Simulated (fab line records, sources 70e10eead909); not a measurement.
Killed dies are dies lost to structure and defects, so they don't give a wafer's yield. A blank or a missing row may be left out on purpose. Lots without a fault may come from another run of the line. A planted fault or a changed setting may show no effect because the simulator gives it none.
Chamber matching | flow nand_harc | NHARC_A_BLC_STRIP_29 on rie_diel-13: 4 sister chambers
The step strips in CF4. 18 wafers are shown with their chamber, then 9 later ones without.

WAFERS WITH THEIR CHAMBER
wafer  | chamber | showerhead_plenum_p_Torr (Torr) | oes_product_au (a.u.) | rf_vpp_V (V)
L077.3 | 1       | 1.74                            | 0.993                 | 59.4
L077.5 | 3       | 1.75                            | 0.995                 | 58.6
L077.6 | 0       | 1.69                            | 1.002                 | 58.0
L080.1 | 3       | 1.75                            | 1.013                 | 59.0
L080.2 | 1       | 1.74                            | 0.996                 | 59.6
L080.3 | 2       | 1.68                            | 1.004                 | 58.5
L082.3 | 2       | 1.67                            | 0.998                 | 59.2
L082.4 | 3       | 1.75                            | 1.006                 | 58.8
L082.5 | 3       | 1.75                            | 0.989                 | 57.7
L081.1 | 0       | 1.69                            | 1.002                 | 57.8
L081.3 | 3       | 1.75                            | 0.998                 | 57.9
L081.5 | 3       | 1.75                            | 1.001                 | 59.3
L085.2 | 0       | 1.69                            | 1.003                 | 60.2
L085.5 | 0       | 1.69                            | 1.011                 | 59.5
L085.6 | 3       | 1.75                            | 1.008                 | 57.1
L088.3 | 1       | 1.73                            | 0.992                 | 59.9
L088.4 | 3       | 1.75                            | 1.004                 | 59.4
L088.5 | 0       | 1.69                            | 0.999                 | 57.9

SIGNATURES (means of the wafers above)
reading                  | chamber 0 | chamber 1 | chamber 2 | chamber 3 | scatter within a chamber
showerhead_plenum_p_Torr | 1.6900    | 1.7367    | 1.6750    | 1.7500    | 0.00289
oes_product_au           | 1.00340   | 0.99367   | 1.00100   | 1.00175   | 0.00609
rf_vpp_V                 | 58.680    | 59.633    | 58.850    | 58.475    | 0.843
Rule: a wafer's distance from a chamber is the root of the sum, over the readings, of the square of ((its reading less the chamber's mean) divided by the reading's scatter). The wafer belongs to the nearest chamber; if the next one is less than 2 further off, it can't be placed. The scatter: the root of (the sum of the squares of (reading less its chamber's mean) over the shown wafers, divided by (wafers less chambers)).

WAFERS WITHOUT THEIR CHAMBER
wafer  | showerhead_plenum_p_Torr (Torr) | oes_product_au (a.u.) | rf_vpp_V (V)
L093.4 | 1.73                            | 0.996                 | 58.1
L093.5 | 1.73                            | 1.007                 | 59.5
L093.6 | 1.69                            | 1.007                 | 59.2
L094.1 | 1.74                            | 1.001                 | 59.7
L094.2 | 1.69                            | 0.995                 | 58.4
L094.3 | 1.67                            | 1.007                 | 59.4
L095.1 | 1.67                            | 0.994                 | 59.4
L095.4 | 1.73                            | 1.004                 | 60.5
L095.6 | 1.74                            | 0.991                 | 59.3

WHICH CHAMBER EACH WENT THROUGH
wafer  | from the rows above | in truth
L093.4 | 1                   | 1
L093.5 | 1                   | 1
L093.6 | 0                   | 0
L094.1 | 1                   | 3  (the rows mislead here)
L094.2 | 0                   | 0
L094.3 | 2                   | 2
L095.1 | 2                   | 2
L095.4 | 1                   | 1
L095.6 | 1                   | 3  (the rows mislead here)
Placed correctly: 7 of 9. Can't be placed from these rows: 0. Placed wrongly: 2.
